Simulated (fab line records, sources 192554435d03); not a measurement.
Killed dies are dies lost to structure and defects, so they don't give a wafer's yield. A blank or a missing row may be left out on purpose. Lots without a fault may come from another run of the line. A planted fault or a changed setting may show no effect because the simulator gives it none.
Chamber matching | flow n5_finfet | N5_MOL_CONTACT_COAG_ETCH_47 on rie_diel-04: 4 sister chambers
The step etches SiNx in CH3F/O2, stops on W, target depth 27 nm. 4 wafers are shown with their chamber, then 7 later ones without.

WAFERS WITH THEIR CHAMBER
wafer  | chamber | throttle_valve_pct (%)
L080.1 | 1       | 16.00
L082.6 | 3       | 16.30
L084.3 | 0       | 16.41
L084.4 | 2       | 16.81

WAFERS WITHOUT THEIR CHAMBER
wafer  | throttle_valve_pct (%)
L084.6 | 16.03
L087.1 | 16.32
L087.4 | 16.40
L087.5 | 16.42
L096.3 | 16.36
L096.4 | 16.06
L096.5 | 16.47

WHICH CHAMBER EACH WENT THROUGH
wafer  | from the rows above     | in truth
L084.6 | 1                       | 1
L087.1 | can't be placed: 3 or 0 | 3
L087.4 | 0                       | 0
L087.5 | 0                       | 0
L096.3 | can't be placed: 0 or 3 | 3
L096.4 | 1                       | 1
L096.5 | 0                       | 0
Placed correctly: 5 of 7. Can't be placed from these rows: 2 (the true chamber is among the candidates in 2). Placed wrongly: 0.
How it was worked out, from the rows above alone: a wafer's distance from a chamber is the root of the sum, over the readings, of the square of ((its reading less the chamber's mean) divided by the reading's scatter). The wafer belongs to the nearest chamber; if the next one is less than 2 further off, it can't be placed. A chamber's mean is the mean of its shown wafers. The scatter: with one shown wafer a chamber, the root of the mean of the squares of how far each hidden wafer lies from its nearest shown one.
